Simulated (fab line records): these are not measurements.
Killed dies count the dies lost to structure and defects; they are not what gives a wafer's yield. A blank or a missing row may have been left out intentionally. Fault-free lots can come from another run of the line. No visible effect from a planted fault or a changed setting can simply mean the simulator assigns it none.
Struck lot and sound lot, side by side	flow n5-finfet	41 out of 1938 route steps
Sound: the wafers L519.2, L519.5, L519.6. Struck: wafer L530.4 (left out: L530.2, L530.6 of the same lot, which were not struck); the cause appears at the end.
For every step that has rows: the tool of each side, followed by ch and its chambers, followed by its first start. Under that, the readings that differ: sound wafers	struck wafers	difference of the means	sigmas: that difference in standard deviations of wafers without a fault.
alike: a reading whose means differ by less than 2 such deviations, as well as words and numbers matching on both sides. not compared: withheld readings; readings where some wafer has no value; bounds like >300 that might hide an equal value; numbers whose values overlap and for which the record gives no deviation.
The two part at a step that has a row with sigmas, a row that says differs or no value, or rows on one side only. Numbers that have no deviation but don't overlap get no sigmas and don't part them. A reading missing from all wafers of one side parts the sides only when that side holds two or more wafers.

first, 4 steps without rows for these wafers: N5_BEOL_M8_STRIP_36 (strips in N2/H2); N5_BEOL_M8_TRENCH_ETCH_37 (etches SiCOH lowk in C4F6/O2, target depth 93.478 nm, time 31.2 s); N5_BEOL_M8_ETCH_41 (etches SiCN in CH3F/O2, target depth 31.9 nm, time 57.8 s); N5_BEOL_M8_STRIP_80 (strips in N2/H2, time 10 s).
N5_BEOL_M8_OCD_MEAS_38:
  struck on ocd-01, day 16 01:02; sound on ocd-02, day 13 01:37
reading	sound	struck	difference	sigmas
trench-depth-nm (nm)	94.6 93.9 93.8	90.9	-3.2	-3
then, 4 steps without rows for these wafers: N5_BEOL_M8_HM_STRIP_39 (strips TiN in peroxide tin strip, target depth 25 nm, time 158 s); N5_BEOL_M8_SRD_40 (time 30 s); N5_BEOL_M8_PRECLEAN_42 (cleans in residue remover, time 60 s); N5_BEOL_M8_SRD_43 (time 30 s).
N5_BEOL_M8_CD_MEAS_35 targets a cd of 40 nm.
  struck on cd-sem-01, day 16 01:13; sound on cd-sem-03, day 13 01:47
  alike: cd-nm
then, 2 steps without rows for these wafers: N5_BEOL_M8_CURE_75 (cures SiCOH lowk, time 120 s); N5_BEOL_M8_DEGAS_44 (time 60 s).
N5_BEOL_M8_PRE_CLEAN_45: time 30 s.
  struck on pvd-sputter-01, day 16 01:37; sound on pvd-sputter-01, day 13 02:34
  alike: heater-power-w
then, 1 step without rows for these wafers: N5_BEOL_M8_ALD_77 (deposits TaN, target thk 2 nm, pulse time 2 s, purge time 3 s).
N5_BEOL_M8_SURFACE_TREAT_79:
  struck on pvd-sputter-03, day 16 02:08; sound on pvd-sputter-03, day 13 03:08
  alike: ar-flow-sccm
  not compared: throttle-valve-pct
then, 1 step without rows for these wafers: N5_BEOL_M8_CVD_78 (deposits Co from CCTBA/H2, target thk 2 nm, time 142.3 s).
N5_BEOL_M8_SPUTTER_48: material Cu, target thk 10 nm, time 1.667 s.
  struck on pvd-sputter-03, day 16 02:36; sound on pvd-sputter-01, day 13 04:20
  alike: throttle-valve-pct
then, 3 steps without rows for these wafers: N5_BEOL_M8_ECD_50 (material Cu, target thk 300 nm); N5_BEOL_M8_ANNEAL_51 (time 90 s); N5_BEOL_M8_CMP_52 (polishes, stops on SiCOH lowk, t overpolish 6.9 s, target thk 80 nm).
N5_BEOL_M8_THK_MEAS_53: measures by xrf.
  struck on film-metro-01, day 16 03:58; sound on film-metro-02, day 13 05:45
reading	sound	struck	difference	sigmas
M8_THK (nm)	83.0 80.6 81.2	76.0	-5.6	-3
then, 1 step without rows for these wafers: N5_BEOL_M8_PRE_CLEAN_55 (time 15 s).
N5_BEOL_M8_DEP_56: deposits SiCN from 3MS/NH3, target thk 10 nm, time 17.5 s.
  sound on pecvd-01 ch 0,1, day 13 05:49; struck on pecvd-03 ch 0, day 16 04:01
reading	sound	struck	difference	sigmas
chamber-pressure-Torr (Torr)	3.006 3.015 3.004	2.993	-0.015	-2
  alike: showerhead-plenum-p-Torr, showerhead-vpp-V, throttle-valve-pct
N5_BEOL_M8_RS_MEAS_57: the measuring method here is four-point-probe.
  struck on film-metro-01, day 16 04:05; sound on film-metro-02, day 13 05:53
reading	sound	struck	difference	sigmas
M8_RS (ohm/sq)	0.278 0.286 0.283	0.303	+0.021	+3
N5_BEOL_M9_ILD_DEP_00: deposits SiCOH lowk from DEMS/porogen, target thk 308.51 nm, time 58 s.
  sound on pecvd-04 ch 1,2, day 13 05:56; struck on pecvd-02 ch 1, day 16 04:09
  alike: chamber-pressure-Torr, heater-power-w, showerhead-plenum-p-Torr, showerhead-vpp-V, throttle-valve-pct
N5_BEOL_M9_CURE_71: cures SiCOH lowk, time 240 s.
  sound on uv-cure-01 ch 2, day 13 06:06; struck on uv-cure-03 ch 0, day 16 04:19
  alike: lamp-power-pct, wafer_temp_C_max
N5_BEOL_M9_THK_MEAS_01:
  struck on film-metro-02, day 16 04:44; sound on film-metro-02, day 13 06:32
  alike: M9_ILD_THK
then, 10 steps without rows for these wafers: N5_BEOL_M9_PECVD_70 (deposits SiO2 from TEOS/O2, target thk 20 nm, time 22.7 s); N5_BEOL_M9_HM_DEP_02 (deposits TiN, target thk 20 nm); N5_BEOL_M9_COAT_59 (time 60 s, resist thk 100 nm); N5_BEOL_M9_COAT_60 (time 60 s, resist thk 30 nm); N5_BEOL_M9_COAT_05 (resist thk 90 nm); N5_BEOL_M9_EBR_07; N5_BEOL_M9_SOFTBAKE_06 (time 60 s); N5_BEOL_M9_EXPOSE_08 (exposes mask M9); N5_BEOL_M9_PEB_09 (peb time 60 s); N5_BEOL_M9_DEVELOP_10 (develop time 30 s).
N5_BEOL_M9_CD_MEAS_11 targets a cd of 64.1 nm.
  sound on cd-sem-02 ch 0, day 13 09:15; struck on cd-sem-01 ch 0, day 16 07:08
  alike: cd-nm
N5_BEOL_M9_OVL_MEAS_12:
  sound on overlay-01 ch 0, day 13 09:17; struck on overlay-02 ch 0, day 16 07:10
  alike: M9_OVL
then, 1 step without rows for these wafers: N5_BEOL_M9_DESCUM_16 (chemistry O2, time 7.9 s).
-- here the record skips 3 days between the struck wafers' starts before and after, leaving off in module BEOL_M9 and picking up in module PASSIVATION (first step shown: number 1936 of the route) --
N5_PASSIVATION_PROBE_49:
  struck on prober-01, day 19 03:46; sound on prober-01, day 16 00:57
reading	sound	struck	difference	sigmas
defect-limited-yield (%)	92.4 90.8 90.6	86.0	-5.3	-4
killed_at_M4_up	20 13 17	101	+84	+17
killed-at-other	8 7 20	1	-11	-3
killed-dies	90 108 111	165	+62	+4
killed-on-rim	10 7 15	28	+17	+5
killed-short	28 38 37	18	-16	-2
sort_bin_5_function (%)	4.6 5.4 5.6	7.9	+2.7	+3
sort-n-pass	1090 1072 1069	1015	-62	-4
sort-yield-pct (%)	92.4 90.8 90.6	86.0	-5.3	-4
  alike: killed_at_M0_to_M3, killed-at-contacts, killed-at-front-end, killed-open, sort_bin_6_memory

WHERE THEY PART
First at N5_BEOL_M8_OCD_MEAS_38; last, within this record, at N5_PASSIVATION_PROBE_49.

WHY: the cause the simulator had injected
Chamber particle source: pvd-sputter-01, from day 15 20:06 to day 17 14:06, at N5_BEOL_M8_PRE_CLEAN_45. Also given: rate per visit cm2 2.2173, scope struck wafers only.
